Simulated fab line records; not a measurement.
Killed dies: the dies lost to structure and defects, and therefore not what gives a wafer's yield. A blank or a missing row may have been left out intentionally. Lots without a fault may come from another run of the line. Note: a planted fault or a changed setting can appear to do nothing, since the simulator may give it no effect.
Matching of chambers :: flow n5_finfet :: N5_BEOL_M11_ALD_74 on ald_metal-04 has 4 sister chambers
The step deposits TaN, target thk 2 nm, pulse time 2 s, purge time 3 s. 8 wafers are shown with their chamber, then 12 later ones without.

WAFERS PAIRED WITH THEIR CHAMBERS
wafer: L075.6
chamber: 3
heater_power_w (W): 373
susceptor_temp_C (C): 274.76

wafer: L085.2
chamber: 2
heater_power_w (W): 407
susceptor_temp_C (C): 274.83

wafer: L085.3
chamber: 1
heater_power_w (W): 507
susceptor_temp_C (C): 275.29

wafer: L084.4
chamber: 1
heater_power_w (W): 513
susceptor_temp_C (C): 274.92

wafer: L084.5
chamber: 0
heater_power_w (W): 345
susceptor_temp_C (C): 274.90

wafer: L086.2
chamber: 2
heater_power_w (W): 418
susceptor_temp_C (C): 275.22

wafer: L086.3
chamber: 3
heater_power_w (W): 370
susceptor_temp_C (C): 274.89

wafer: L086.4
chamber: 0
heater_power_w (W): 338
susceptor_temp_C (C): 275.12

WAFERS WHOSE CHAMBER IS MISSING
wafer: L087.1
heater_power_w (W): 523
susceptor_temp_C (C): 274.84

wafer: L087.4
heater_power_w (W): 413
susceptor_temp_C (C): 274.90

wafer: L087.6
heater_power_w (W): 334
susceptor_temp_C (C): 275.13

wafer: L093.3
heater_power_w (W): 509
susceptor_temp_C (C): 275.03

wafer: L093.4
heater_power_w (W): 410
susceptor_temp_C (C): 274.99

wafer: L093.5
heater_power_w (W): 374
susceptor_temp_C (C): 274.74

wafer: L091.1
heater_power_w (W): 339
susceptor_temp_C (C): 274.71

wafer: L091.3
heater_power_w (W): 383
susceptor_temp_C (C): 274.94

wafer: L091.6
heater_power_w (W): 382
susceptor_temp_C (C): 274.93

wafer: L096.2
heater_power_w (W): 382
susceptor_temp_C (C): 274.74

wafer: L096.3
heater_power_w (W): 517
susceptor_temp_C (C): 274.85

wafer: L096.6
heater_power_w (W): 387
susceptor_temp_C (C): 275.02

THE CHAMBER EACH PASSED THROUGH
wafer: L087.1
from the rows above: 1
in truth: 1

wafer: L087.4
from the rows above: 2
in truth: 2

wafer: L087.6
from the rows above: 0
in truth: 0

wafer: L093.3
from the rows above: 1
in truth: 1

wafer: L093.4
from the rows above: 2
in truth: 2

wafer: L093.5
from the rows above: 3
in truth: 3

wafer: L091.1
from the rows above: 0
in truth: 0

wafer: L091.3
from the rows above: 3
in truth: 3

wafer: L091.6
from the rows above: 3
in truth: 3

wafer: L096.2
from the rows above: 3
in truth: 3

wafer: L096.3
from the rows above: 1
in truth: 1

wafer: L096.6
from the rows above: can't be placed: 3 or 2
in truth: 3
Correct placement for 11 of the 12. Can't be placed from these rows: 1 (the true chamber is among the candidates in 1). Placed wrongly: 0.
How it was worked out, from the rows above alone: a wafer's distance from a chamber is the root of the sum, over the readings, of the square of ((its reading less the chamber's mean) divided by the reading's scatter). If the next closest chamber is less than 2 further off than the closest, the wafer can't be placed; otherwise it belongs to the closest. A chamber's mean is the mean of its shown wafers. The scatter is the square root of a quotient: the sum, over the shown wafers, of each reading's squared deviation from its chamber's mean, divided by wafers minus chambers.
